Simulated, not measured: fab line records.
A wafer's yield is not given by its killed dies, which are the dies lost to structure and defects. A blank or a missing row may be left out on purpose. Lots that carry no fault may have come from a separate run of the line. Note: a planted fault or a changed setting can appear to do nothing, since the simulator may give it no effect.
fab line records :: flow n5-finfet
[record]
  lots = 3
  wafers = 8
  last-day = 18
route steps=1938 shown BEOL_M13@1684 BEOL_M14@1716 BEOL_M15@1830
lots untouched by any fault: they come from a run of this same line in which no faults occurred
start-h: start of the lot's first displayed wafer, in hours after the record's first day :: wait-h: hours since the lot's step before :: " same as the row above :: L1.1+2: several wafers, shown together as one row :: - no value, or no start given :: * or withheld: withheld :: < > ~ a bound
route shown NAME@n: names a module that has steps shown in the file, with the first one's number in the route :: usual: average and standard deviation across the fault-free wafers :: same: alike in all rows :: chamber/n: place in a boat :: sites: per-site readings :: _std_site: the standard deviation of these :: _edge_site: outer sites' mean less inner sites' :: radius-mm: for every site, how far away it sits from the centre of the wafer :: mask NAME#n: copy n :: behind: the most recent tool/chamber to have shaped the wafer :: hold: reason for holding the lot/hours on hold/outcome of the hold :: device: whichever transistor did not switch (one of n, p or np) :: end of line: at the end of the route, the tests of the same wafers :: a step given without rows: its recipe and nothing more :: killed: count of dies lost to structure and defects at first sort (not the wafer's yield) :: map: a wafer's dies, marking killed ones x, the rest . and places with no die _
set.NAME: the setting that was run; set.NAME@STEP: the one run at that earlier step :: model.NAME: the simulator's own value behind a step, which no gauge read
lots seen at some steps along the route; tables by step, rows by wafer
services: from which hour (start-h, from the record's first day; less than 0 if before it) a tool's chamber was out of use, for how many hours, and why
[[steps]]
[step N5_BEOL_M13_SOFTBAKE_23]
[recipe]
  temp-c = 130
  time-s = 60
[step N5_BEOL_M13_EXPOSE_25]
[recipe]
  mask-id = M13
  na = 0.93
  source-shape = conventional
  sigma-outer = 0.4
  polarization = unpolarized
  target-cd-nm = 210
  dose-mj = 22
[step N5_BEOL_M13_PEB_26]
[recipe]
  peb-temp-c = 130
  peb-time-s = 90
[step N5_BEOL_M13_DEVELOP_27]
[recipe]
  develop-time-s = 45
  rinse-liquid = diw
  dry = air-spin
  dev-temp-c = 21
[step N5_BEOL_M13_HARDBAKE_32]
[recipe]
  temp-c = 130
  time-s = 120
[step N5_BEOL_M13_DESCUM_33]
[recipe]
  chemistry = O2
  time-s = 7.9
  source-power-w = 50
  bias-power-w = 20
  pressure-mtorr = 20
  rf-frequency-hz = 2.712e+07
  temp-c = 40
  o2-flow-sccm = 225
[step N5_BEOL_M13_ETCH_67]
[recipe]
  chemistry = CF4
  target = SiARC
  target-depth-a = 1430
  time-s = 238.3
  ion-energy-ev = 80
  pressure-mtorr = 40
  source-w = 545
  bias-w = 36
  Ar_flow_sccm = 100
  cf4-flow-sccm = 100
  ends = cleared
[step N5_BEOL_M13_ETCH_68]
[recipe]
  chemistry = N2/H2
  target = SOC
  mask-material = SiARC
  source-w = 3000
  bias-w = 350
  temp-c = 40
  time-s = 355
  ion-energy-ev = 200
  pressure-mtorr = 30
  n2-flow-sccm = 200
  h2-flow-sccm = 200
[step N5_BEOL_M13_STRIP_69]
[recipe]
  chemistry = N2/H2
  temp-c = 40
  n2-flow-sccm = 200
  h2-flow-sccm = 200
  rf-frequency-hz = 6e+07
[step N5_BEOL_M13_TRENCH_ETCH_34]
[recipe]
  chemistry = C4F8/O2/Ar
  target = SiOC
  target-depth-a = 4134.7
  mask-material = SOC
  pressure-mtorr = 30
  source-w = 3000
  bias-w = 700
  Ar_flow_sccm = 400
  C4F8_flow_sccm = 15
  O2_flow_sccm = 8
  he-inner-torr = 15
  he-outer-torr = 30
  time-s = 162.6
  ion-energy-ev = 250
[usual]
  drypump-motor-current-A = 5.5/0.39
  he-inner-torr = 15.000/0.029
  oes-product-au = 0.80/0.081
  rf-vpp-V = 666.6/2.5
  showerhead-plenum-p-Torr = 3.46/0.082
  throttle-valve-pct = 24.14/0.25
lot.wafer: L969.2
tool: rie-diel-02
chamber: 2
start-h: 315.10
wait-h: 0.0
drypump-motor-current-A: 5.6
he-inner-torr: 14.974
oes-product-au: 0.72
rf-hours-counter-h: 197
rf-vpp-V: 665.3
showerhead-plenum-p-Torr: 3.38
throttle-valve-pct: 23.90
model.etch.depth-nm: 407.5

lot.wafer: L969.3
tool: rie-diel-02
chamber: 0
start-h: 315.10
wait-h: 0.0
drypump-motor-current-A: 5.4
he-inner-torr: 15.047
oes-product-au: 0.89
rf-hours-counter-h: 40
rf-vpp-V: 671.1
showerhead-plenum-p-Torr: 3.60
throttle-valve-pct: 23.81
model.etch.depth-nm: 421.7

lot.wafer: L969.4
tool: rie-diel-02
chamber: 1
start-h: 315.10
wait-h: 0.0
drypump-motor-current-A: 4.9
he-inner-torr: 14.952
oes-product-au: 0.89
rf-hours-counter-h: 32
rf-vpp-V: 668.9
showerhead-plenum-p-Torr: 3.47
throttle-valve-pct: 23.88
model.etch.depth-nm: 414.7

lot.wafer: L974.2
tool: rie-diel-02
chamber: 0
start-h: 351.34
wait-h: 0.0
drypump-motor-current-A: 5.3
he-inner-torr: 14.996
oes-product-au: 1.09
rf-hours-counter-h: 48
rf-vpp-V: 669.7
showerhead-plenum-p-Torr: 3.60
throttle-valve-pct: 23.89
model.etch.depth-nm: 586.6

lot.wafer: L974.6
tool: rie-diel-02
chamber: 2
start-h: 351.34
wait-h: 0.0
drypump-motor-current-A: 5.6
he-inner-torr: 15.048
oes-product-au: 0.88
rf-hours-counter-h: -
rf-vpp-V: 663.2
showerhead-plenum-p-Torr: 3.37
throttle-valve-pct: 23.97
model.etch.depth-nm: 561

lot.wafer: L981.4
tool: rie-diel-04
chamber: 1
start-h: 394.23
wait-h: 0.0
drypump-motor-current-A: 5.4
he-inner-torr: 14.979
oes-product-au: 0.83
rf-hours-counter-h: 74
rf-vpp-V: 661.6
showerhead-plenum-p-Torr: 3.30
throttle-valve-pct: 24.03
model.etch.depth-nm: 411.7

lot.wafer: L981.5
tool: rie-diel-04
chamber: 1
start-h: 394.23
wait-h: 0.0
drypump-motor-current-A: 5.4
he-inner-torr: 14.973
oes-product-au: 0.83
rf-hours-counter-h: -
rf-vpp-V: 661.8
showerhead-plenum-p-Torr: 3.30
throttle-valve-pct: 24.02
model.etch.depth-nm: 414

lot.wafer: L981.6
tool: rie-diel-04
chamber: 2
start-h: 394.23
wait-h: 0.0
drypump-motor-current-A: 6.4
he-inner-torr: 15.006
oes-product-au: 0.79
rf-hours-counter-h: -
rf-vpp-V: 667.3
showerhead-plenum-p-Torr: 3.45
throttle-valve-pct: 24.41
model.etch.depth-nm: 410.7
[step N5_BEOL_M13_STRIP_70]
[recipe]
  chemistry = C4F8/O2/Ar
  resist = SiARC
  rf-frequency-hz = 6e+07
[step N5_BEOL_M13_OCD_MEAS_35]
[usual]
  trench-depth-nm = 413/7
lot.wafer: L969.2
tool: ocd-02
chamber: -
start-h: 315.28
wait-h: 0.0
trench-depth-nm: 408

lot.wafer: L969.3
tool: ocd-02
chamber: -
start-h: 315.28
wait-h: 0.0
trench-depth-nm: 421

lot.wafer: L969.4
tool: ocd-02
chamber: -
start-h: 315.28
wait-h: 0.0
trench-depth-nm: 414

lot.wafer: L974.2
tool: ocd-02
chamber: -
start-h: 351.51
wait-h: 0.0
trench-depth-nm: 586

lot.wafer: L974.6
tool: ocd-02
chamber: -
start-h: 351.51
wait-h: 0.0
trench-depth-nm: 561

lot.wafer: L981.4
tool: ocd-01
chamber: -
start-h: 394.41
wait-h: 0.0
trench-depth-nm: 412

lot.wafer: L981.5
tool: ocd-01
chamber: -
start-h: 394.41
wait-h: 0.0
trench-depth-nm: 414

lot.wafer: L981.6
tool: ocd-01
chamber: -
start-h: 394.41
wait-h: 0.0
trench-depth-nm: 411
[step N5_BEOL_M13_STRIP_37]
[recipe]
  chemistry = N2/H2
  power-w = 1000
  temp-c = 250
  h2-frac = 0.65
  overash-fraction = 0.3
  pressure-mtorr = withheld
  n2-flow-sccm = 1750
  h2-flow-sccm = 3250
[step N5_BEOL_M13_ETCH_38]
[recipe]
  chemistry = CF4/N2
  target = SiCN
  target-depth-a = 675
  taper-deg = 2
  time-s = 71.9
  ion-energy-ev = 150
  mask-material = SiO2
  pressure-mtorr = 40
  source-w = 430
  bias-w = 70
  Ar_flow_sccm = 100
  cf4-flow-sccm = 60
  n2-flow-sccm = 60
[step N5_BEOL_M13_PRECLEAN_39]
[recipe]
  chemistry = residue-remover
  time-s = 60
  temp-c = 40
[step N5_BEOL_M13_SRD_40]
[recipe]
  time-s = 30
  temp-c = 23
  rinse-liquid = diw
  dry = n2-spin
  spin-rpm = 1500
  dry-time-s = 30
[step N5_BEOL_M13_DEGAS_41]
[recipe]
  ambient = vacuum
  temp-c = 250
  time-s = 60
[step N5_BEOL_M13_PRE_CLEAN_42]
[recipe]
  gas = H2/He
  time-s = 30
  temp-c = 250
[step N5_BEOL_M13_SPUTTER_43]
[recipe]
  material = TaN
  target-thk-a = 150
  temp-c = 50
  bias-v = 168.6
  power-w = 15000
  chamber-pressure-pa = 0.12
  time-s = 24.19
[step N5_BEOL_M13_SPUTTER_44]
[recipe]
  material = Ta
  target-thk-a = 100
  temp-c = 50
  bias-v = 80
  power-w = 15000
  chamber-pressure-pa = 0.07
  time-s = 16.13
[step N5_BEOL_M13_SPUTTER_45]
[recipe]
  material = Cu
  target-thk-a = 800
  temp-c = -20
  bias-v = 60
  power-w = 26000
  chamber-pressure-pa = 0.13
  time-s = 13.33
[step N5_BEOL_M13_ECD_47]
[recipe]
  material = Cu
  target-thk-a = 9360
[step N5_BEOL_M13_ANNEAL_48]
[recipe]
  temp-c = 225
  time-s = 90
  ambient = N2
[step N5_BEOL_M13_CMP_49]
[recipe]
  stop-on = SiOC
  t-overpolish-s = 17.1
  down-force-psi = 1
  platen-rpm = 50
  clearing-platen-down-force-psi = 1.5
  clearing-platen-rpm = 50
  post-cmp-clean = cu-alkaline
  target-thk-nm = 420
  clearing-platen-pad-velocity-m-s = 0.99484
  pad-velocity-m-s = 0.99484
[usual]
  barrier-field-endpoint-s = 30.1/0.8
  motor-current-A = 5.9/0.55
  overpolish-run-s = 17.099/0.0085
lot.wafer: L969.4
tool: cmp-01
chamber: 1
start-h: 318.27
wait-h: 0.2
barrier-field-endpoint-s: 30.6
motor-current-A: 6.7
overpolish-run-s: 17.088
model.Cu_of_BEOL_M13_ECD_47.thk-nm: 420.8

lot.wafer: L969.2
tool: cmp-01
chamber: 2
start-h: 318.27
wait-h: 0.2
barrier-field-endpoint-s: 29.8
motor-current-A: 5.8
overpolish-run-s: 17.096
model.Cu_of_BEOL_M13_ECD_47.thk-nm: 411.4

lot.wafer: L969.3
tool: cmp-01
chamber: 3
start-h: 318.27
wait-h: 0.2
barrier-field-endpoint-s: 30.0
motor-current-A: 5.3
overpolish-run-s: 17.102
model.Cu_of_BEOL_M13_ECD_47.thk-nm: 429

lot.wafer: L974.2
tool: cmp-03
chamber: 1
start-h: 355.63
wait-h: 0.4
barrier-field-endpoint-s: 29.6
motor-current-A: 5.7
overpolish-run-s: 17.096
model.Cu_of_BEOL_M13_ECD_47.thk-nm: 593.6

lot.wafer: L974.6
tool: cmp-03
chamber: 1
start-h: 355.63
wait-h: 0.4
barrier-field-endpoint-s: 30.6
motor-current-A: 5.8
overpolish-run-s: 17.088
model.Cu_of_BEOL_M13_ECD_47.thk-nm: 566.6

lot.wafer: L981.4
tool: cmp-04
chamber: 1
start-h: 399.91
wait-h: 0.2
barrier-field-endpoint-s: 30.4
motor-current-A: 5.7
overpolish-run-s: 17.102
model.Cu_of_BEOL_M13_ECD_47.thk-nm: 419.8

lot.wafer: L981.6
tool: cmp-04
chamber: 3
start-h: 399.91
wait-h: 0.2
barrier-field-endpoint-s: 28.0
motor-current-A: 6.5
overpolish-run-s: 17.094
model.Cu_of_BEOL_M13_ECD_47.thk-nm: 417

lot.wafer: L981.5
tool: cmp-04
chamber: 0
start-h: 399.91
wait-h: 0.2
barrier-field-endpoint-s: 29.4
motor-current-A: 6.7
overpolish-run-s: 17.113
model.Cu_of_BEOL_M13_ECD_47.thk-nm: 420.6
[step N5_BEOL_M13_THK_MEAS_50]
[recipe]
  thk-meas-gauge = xrf
  reads = Cu_of_BEOL_M13_ECD_47
[usual]
  M13_THK = 406/7.5
lot.wafer: L969.2
tool: film-metro-01
chamber: -
start-h: 318.53
wait-h: -
M13_THK[nm]: 398

lot.wafer: L969.3
tool: film-metro-01
chamber: -
start-h: 318.53
wait-h: -
M13_THK[nm]: 412

lot.wafer: L969.4
tool: film-metro-01
chamber: -
start-h: 318.53
wait-h: -
M13_THK[nm]: 406

lot.wafer: L974.2
tool: film-metro-01
chamber: -
start-h: 355.92
wait-h: -
M13_THK[nm]: 566

lot.wafer: L974.6
tool: film-metro-01
chamber: -
start-h: 355.92
wait-h: -
M13_THK[nm]: 540

lot.wafer: L981.4
tool: film-metro-01
chamber: -
start-h: 400.13
wait-h: -
M13_THK[nm]: 403

lot.wafer: L981.5
tool: film-metro-01
chamber: -
start-h: 400.13
wait-h: -
M13_THK[nm]: 402

lot.wafer: L981.6
tool: film-metro-01
chamber: -
start-h: 400.13
wait-h: -
M13_THK[nm]: 400
[step N5_BEOL_M13_PRE_CLEAN_52]
[recipe]
  gas = NH3
  time-s = 15
  temp-c = withheld
  rf-power-w = 300
[step N5_BEOL_M13_DEP_53]
[recipe]
  material = SiCN
  target-thk-a = 500
  temp-c = withheld
  precursor = 3MS/NH3
  pressure-torr = 3
  rf-w = 675
  time-s = 17.8
[step N5_BEOL_M13_RS_MEAS_54]
[recipe]
  thk-meas-gauge = four-point-probe
  reads = Cu_of_BEOL_M13_ECD_47+Ta_of_BEOL_M13_SPUTTER_44+TaN_of_BEOL_M13_SPUTTER_43
[usual]
  M13_RS = 0.0450/0.00078
lot.wafer: L969.2
tool: film-metro-01
chamber: -
start-h: 318.66
wait-h: 0.1
M13_RS[ohm/sq]: 0.0458

lot.wafer: L969.3
tool: film-metro-01
chamber: -
start-h: 318.66
wait-h: 0.1
M13_RS[ohm/sq]: 0.0440

lot.wafer: L969.4
tool: film-metro-01
chamber: -
start-h: 318.66
wait-h: 0.1
M13_RS[ohm/sq]: 0.0447

lot.wafer: L974.2
tool: film-metro-02
chamber: -
start-h: 356.08
wait-h: 0.1
M13_RS[ohm/sq]: 0.0314

lot.wafer: L974.6
tool: film-metro-02
chamber: -
start-h: 356.08
wait-h: 0.1
M13_RS[ohm/sq]: 0.0330

lot.wafer: L981.4
tool: film-metro-02
chamber: -
start-h: 400.26
wait-h: 0.0
M13_RS[ohm/sq]: 0.0450

lot.wafer: L981.5
tool: film-metro-02
chamber: -
start-h: 400.26
wait-h: 0.0
M13_RS[ohm/sq]: 0.0448

lot.wafer: L981.6
tool: film-metro-02
chamber: -
start-h: 400.26
wait-h: 0.0
M13_RS[ohm/sq]: 0.0453
[step N5_BEOL_M14_ILD_DEP_00]
[recipe]
  material = SiO2
  target-thk-a = 11193
  temp-c = 400
  precursor = TEOS/O2
  pressure-torr = 6.5
  rf-w = 900
  teos-flow-sccm = 161.4
  gas = O2
  flow-sccm = 2650
  time-s = 237.4
[step N5_BEOL_M14_COAT_58]
[recipe]
  resist = BARC
  temp-c = 205
  time-s = 60
  spin-rpm = 1500
  resist-thk-nm = 89
[step N5_BEOL_M14_COAT_04]
[recipe]
  spin-rpm = 1704
  resist-thk-nm = 800
[step N5_BEOL_M14_EBR_06]
[recipe]
  solvent = PGMEA
  ebr-width-mm = 1.5
[step N5_BEOL_M14_SOFTBAKE_05]
[recipe]
  temp-c = 130
  time-s = 60
[step N5_BEOL_M14_EXPOSE_07]
[recipe]
  mask-id = V13
  na = 0.8
  source-shape = annular
  sigma-inner = 0.5
  sigma-outer = 0.8
  polarization = unpolarized
  attpsm-phase-deg = 180
  dose-mj = 57
[step N5_BEOL_M14_PEB_08]
[recipe]
  peb-temp-c = 130
  peb-time-s = 90
[step N5_BEOL_M14_DEVELOP_09]
[recipe]
  develop-time-s = 45
  rinse-liquid = diw
  dry = air-spin
  dev-temp-c = 21
[step N5_BEOL_M14_HARDBAKE_14]
[recipe]
  temp-c = 130
  time-s = 120
[step N5_BEOL_M15_RC_MEAS_101]
[usual]
  COMB_M10 = 1.5e-11/3.1e-12
  COMB_M11 = 1.5e-11/3.1e-12
  COMB_M12 = 7e-12/1.3e-12
  COMB_M14 = 4.1e-12/7.1e-13
  COMB_M15 = 3.2e-12/5.9e-13
  COMB_M5 = 3.7e-11/7.8e-12
  COMB_M6 = 2.6e-11/5.1e-12
  COMB_M7 = 2.5e-11/5.4e-12
  COMB_M7_max_site = 3.6e-11/9.3e-12
  COMB_M8 = 2.7e-11/5.7e-12
  COMB_M9 = 1.5e-11/3e-12
  SERP_M10 = 3.07/0.091
  SERP_M11 = 3.10/0.076
  SERP_M12 = 0.632/0.016
  SERP_M13 = 0.310/0.0062
  SERP_M13_max_site = 0.313/0.0065
  SERP_M14 = 0.159/0.0051
  SERP_M5 = 38.9/1.7
  SERP_M6 = 13.7/0.57
  SERP_M7 = 14.0/0.52
  SERP_M8 = 13.6/0.59
  SERP_M9 = 3.08/0.082
  SERP_M9_max_site = 3.17/0.081
lot.wafer: L969.2
tool: prober-02
chamber: 0
start-h: 335.14
wait-h: 0.2
COMB_M10[S/m]: 1.1e-11
COMB_M11[S/m]: 1.7e-11
COMB_M12[S/m]: 8.2e-12
COMB_M14[S/m]: 3e-12
COMB_M15[S/m]: 3e-12
COMB_M5[S/m]: 5.4e-11
COMB_M6[S/m]: 3e-11
COMB_M7[S/m]: 2.5e-11
COMB_M7_max_site[S/m]: 3.3e-11
COMB_M8[S/m]: 2.1e-11
COMB_M9[S/m]: 1.2e-11
SERP_M10[ohm/um]: 3.15
SERP_M11[ohm/um]: 3.02
SERP_M12[ohm/um]: 0.646
SERP_M13[ohm/um]: 0.314
SERP_M13_max_site[ohm/um]: 0.317
SERP_M14[ohm/um]: 0.159
SERP_M5[ohm/um]: 37.8
SERP_M6[ohm/um]: 13.7
SERP_M7[ohm/um]: 14.8
SERP_M8[ohm/um]: 14.7
SERP_M9[ohm/um]: 3.11
SERP_M9_max_site[ohm/um]: 3.21

lot.wafer: L969.3
tool: prober-02
chamber: 0
start-h: 335.14
wait-h: 0.2
COMB_M10[S/m]: 1.3e-11
COMB_M11[S/m]: 1.8e-11
COMB_M12[S/m]: 6.8e-12
COMB_M14[S/m]: 3.9e-12
COMB_M15[S/m]: 2.4e-12
COMB_M5[S/m]: 3.4e-11
COMB_M6[S/m]: 2.8e-11
COMB_M7[S/m]: 2e-11
COMB_M7_max_site[S/m]: 3.6e-11
COMB_M8[S/m]: 1.8e-11
COMB_M9[S/m]: 1.4e-11
SERP_M10[ohm/um]: 3.31
SERP_M11[ohm/um]: 3.15
SERP_M12[ohm/um]: 0.613
SERP_M13[ohm/um]: 0.303
SERP_M13_max_site[ohm/um]: 0.305
SERP_M14[ohm/um]: 0.163
SERP_M5[ohm/um]: 38.1
SERP_M6[ohm/um]: 13.8
SERP_M7[ohm/um]: 13.7
SERP_M8[ohm/um]: 13.3
SERP_M9[ohm/um]: 2.96
SERP_M9_max_site[ohm/um]: 3.12

lot.wafer: L969.4
tool: prober-02
chamber: 0
start-h: 335.14
wait-h: 0.2
COMB_M10[S/m]: 1.2e-11
COMB_M11[S/m]: 1.5e-11
COMB_M12[S/m]: 6.5e-12
COMB_M14[S/m]: 3.3e-12
COMB_M15[S/m]: 3.3e-12
COMB_M5[S/m]: 4.7e-11
COMB_M6[S/m]: 2.2e-11
COMB_M7[S/m]: 3.1e-11
COMB_M7_max_site[S/m]: 4.3e-11
COMB_M8[S/m]: 2.8e-11
COMB_M9[S/m]: 1.3e-11
SERP_M10[ohm/um]: 3.28
SERP_M11[ohm/um]: 3.12
SERP_M12[ohm/um]: 0.628
SERP_M13[ohm/um]: 0.306
SERP_M13_max_site[ohm/um]: 0.310
SERP_M14[ohm/um]: 0.164
SERP_M5[ohm/um]: 39.1
SERP_M6[ohm/um]: 13.3
SERP_M7[ohm/um]: 14.3
SERP_M8[ohm/um]: 13.5
SERP_M9[ohm/um]: 2.97
SERP_M9_max_site[ohm/um]: 3.08

lot.wafer: L974.2
tool: prober-01
chamber: 0
start-h: 370.19
wait-h: 0.8
COMB_M10[S/m]: 1.5e-11
COMB_M11[S/m]: 1.4e-11
COMB_M12[S/m]: 9e-12
COMB_M14[S/m]: 3.8e-12
COMB_M15[S/m]: 3.1e-12
COMB_M5[S/m]: 3.7e-11
COMB_M6[S/m]: 3.3e-11
COMB_M7[S/m]: 2.1e-11
COMB_M7_max_site[S/m]: 3.2e-11
COMB_M8[S/m]: 2.6e-11
COMB_M9[S/m]: 1.4e-11
SERP_M10[ohm/um]: 3.05
SERP_M11[ohm/um]: 3.01
SERP_M12[ohm/um]: 0.632
SERP_M13[ohm/um]: 0.215
SERP_M13_max_site[ohm/um]: 0.217
SERP_M14[ohm/um]: 0.164
SERP_M5[ohm/um]: 38.4
SERP_M6[ohm/um]: 14.7
SERP_M7[ohm/um]: 14.4
SERP_M8[ohm/um]: 14.1
SERP_M9[ohm/um]: 2.99
SERP_M9_max_site[ohm/um]: 3.04

lot.wafer: L974.6
tool: prober-01
chamber: 0
start-h: 370.19
wait-h: 0.8
COMB_M10[S/m]: 1.9e-11
COMB_M11[S/m]: 1.7e-11
COMB_M12[S/m]: 6.6e-12
COMB_M14[S/m]: 3.2e-12
COMB_M15[S/m]: 4.1e-12
COMB_M5[S/m]: 3e-11
COMB_M6[S/m]: 2.6e-11
COMB_M7[S/m]: 3.1e-11
COMB_M7_max_site[S/m]: 4.5e-11
COMB_M8[S/m]: 2.2e-11
COMB_M9[S/m]: 1.9e-11
SERP_M10[ohm/um]: 3.14
SERP_M11[ohm/um]: 3.06
SERP_M12[ohm/um]: 0.638
SERP_M13[ohm/um]: 0.223
SERP_M13_max_site[ohm/um]: 0.226
SERP_M14[ohm/um]: 0.155
SERP_M5[ohm/um]: 39.4
SERP_M6[ohm/um]: 12.9
SERP_M7[ohm/um]: 15.1
SERP_M8[ohm/um]: 14.5
SERP_M9[ohm/um]: 3.09
SERP_M9_max_site[ohm/um]: 3.18

lot.wafer: L981.4
tool: prober-01
chamber: 0
start-h: 414.77
wait-h: 0.5
COMB_M10[S/m]: 1.6e-11
COMB_M11[S/m]: 2.9e-11
COMB_M12[S/m]: 6e-12
COMB_M14[S/m]: 3.2e-12
COMB_M15[S/m]: 4.2e-12
COMB_M5[S/m]: 3.9e-11
COMB_M6[S/m]: 2.8e-11
COMB_M7[S/m]: 1.9e-11
COMB_M7_max_site[S/m]: 3e-11
COMB_M8[S/m]: 2.3e-11
COMB_M9[S/m]: 1.5e-11
SERP_M10[ohm/um]: 2.97
SERP_M11[ohm/um]: 3.22
SERP_M12[ohm/um]: 0.648
SERP_M13[ohm/um]: 0.311
SERP_M13_max_site[ohm/um]: 0.314
SERP_M14[ohm/um]: 0.160
SERP_M5[ohm/um]: 40.1
SERP_M6[ohm/um]: 13.7
SERP_M7[ohm/um]: 14.2
SERP_M8[ohm/um]: 13.5
SERP_M9[ohm/um]: 3.17
SERP_M9_max_site[ohm/um]: 3.23

lot.wafer: L981.5
tool: prober-01
chamber: 0
start-h: 414.77
wait-h: 0.5
COMB_M10[S/m]: 1.8e-11
COMB_M11[S/m]: 2e-11
COMB_M12[S/m]: 7e-12
COMB_M14[S/m]: 3.6e-12
COMB_M15[S/m]: 4e-12
COMB_M5[S/m]: 2.6e-11
COMB_M6[S/m]: 2.9e-11
COMB_M7[S/m]: 1.9e-11
COMB_M7_max_site[S/m]: 3.3e-11
COMB_M8[S/m]: 4e-11
COMB_M9[S/m]: 1.5e-11
SERP_M10[ohm/um]: 3.18
SERP_M11[ohm/um]: 3.03
SERP_M12[ohm/um]: 0.637
SERP_M13[ohm/um]: 0.312
SERP_M13_max_site[ohm/um]: 0.314
SERP_M14[ohm/um]: 0.161
SERP_M5[ohm/um]: 39.3
SERP_M6[ohm/um]: 13.6
SERP_M7[ohm/um]: 13.6
SERP_M8[ohm/um]: 13.0
SERP_M9[ohm/um]: 3.10
SERP_M9_max_site[ohm/um]: 3.14

lot.wafer: L981.6
tool: prober-01
chamber: 0
start-h: 414.77
wait-h: 0.5
COMB_M10[S/m]: 1.9e-11
COMB_M11[S/m]: 2.4e-11
COMB_M12[S/m]: 6.6e-12
COMB_M14[S/m]: 3.9e-12
COMB_M15[S/m]: 3.1e-12
COMB_M5[S/m]: 3.7e-11
COMB_M6[S/m]: 2.3e-11
COMB_M7[S/m]: 2.1e-11
COMB_M7_max_site[S/m]: 3.7e-11
COMB_M8[S/m]: 2.3e-11
COMB_M9[S/m]: 1.4e-11
SERP_M10[ohm/um]: 3.03
SERP_M11[ohm/um]: 2.97
SERP_M12[ohm/um]: 0.630
SERP_M13[ohm/um]: 0.312
SERP_M13_max_site[ohm/um]: 0.314
SERP_M14[ohm/um]: 0.164
SERP_M5[ohm/um]: 39.8
SERP_M6[ohm/um]: 14.2
SERP_M7[ohm/um]: 14.4
SERP_M8[ohm/um]: 13.0
SERP_M9[ohm/um]: 3.06
SERP_M9_max_site[ohm/um]: 3.10
// sites SERP_M13 radius-mm=0,75,75,75,75,140,140,140,140
L969.2 0.313 0.314 0.311 0.311 0.314 0.315 0.317 0.317 0.315
L974.2 0.213 0.216 0.213 0.215 0.215 0.217 0.215 0.216 0.215
L981.4 0.310 0.314 0.313 0.312 0.311 0.310 0.310 0.313 0.308
[[services]]
tool: cmp-03
chamber: -
start-h: 298.26
hours: 0.7
kind: repair

tool: rie-diel-02
chamber: -
start-h: 300.28
hours: 4.0
kind: repair

tool: cmp-01
chamber: -
start-h: 310.90
hours: 4.0
kind: pm

tool: cmp-01
chamber: -
start-h: 314.90
hours: -
kind: consumable-replace:conditioner

tool: cmp-01
chamber: -
start-h: 314.90
hours: -
kind: consumable-replace:pad

tool: rie-diel-02
chamber: 0
start-h: 322.58
hours: 9.6
kind: repair

tool: rie-diel-04
chamber: 1
start-h: 330.34
hours: 2.0
kind: repair

tool: rie-diel-02
chamber: -
start-h: 337.47
hours: 0.7
kind: repair

tool: cmp-03
chamber: -
start-h: 343.51
hours: 2.6
kind: repair

tool: cmp-04
chamber: -
start-h: 353.32
hours: 2.8
kind: repair

tool: rie-diel-04
chamber: 0
start-h: 384.21
hours: 6.8
kind: repair
[[key]]
[first-sign]
  step = N5_BEOL_M13_OCD_MEAS_35
  reading = trench-depth-nm
  direction = up
  sigmas = 23
  usual = 413
  struck = 574
[effect]
  step = N5_BEOL_M13_THK_MEAS_50
  reading = M13_THK
  direction = up
  sigmas = 20
  usual = 406
  struck = 553
[effect]
  step = N5_BEOL_M13_RS_MEAS_54
  reading = M13_RS
  direction = down
  sigmas = 16
  usual = 0.0450
  struck = 0.0322
[effect]
  step = N5_BEOL_M15_RC_MEAS_101
  reading = SERP_M13
  direction = down
  sigmas = 15
  usual = 0.310
  struck = 0.219
[model-effect]
  step = N5_BEOL_M13_TRENCH_ETCH_34
  value = etch.depth-nm
  without = 410.2
  struck = 573.8
[model-effect]
  step = N5_BEOL_M13_CMP_49
  value = Cu_of_BEOL_M13_ECD_47.thk-nm
  without = 416.6
  struck = 580.1
met-at N5_BEOL_M13_TRENCH_ETCH_34
struck-wafers L974.2,L974.6
onset-between 315.10 351.34
[fault]
  kind = process-parameter-drift
  tool = rie-diel-02
  chamber = -
  onset-h = 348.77
  steps = N5_BEOL_M13_TRENCH_ETCH_34
  channel = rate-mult
  offset = 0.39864
  shape = step
  end-h = 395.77
  scope = struck-wafers-only
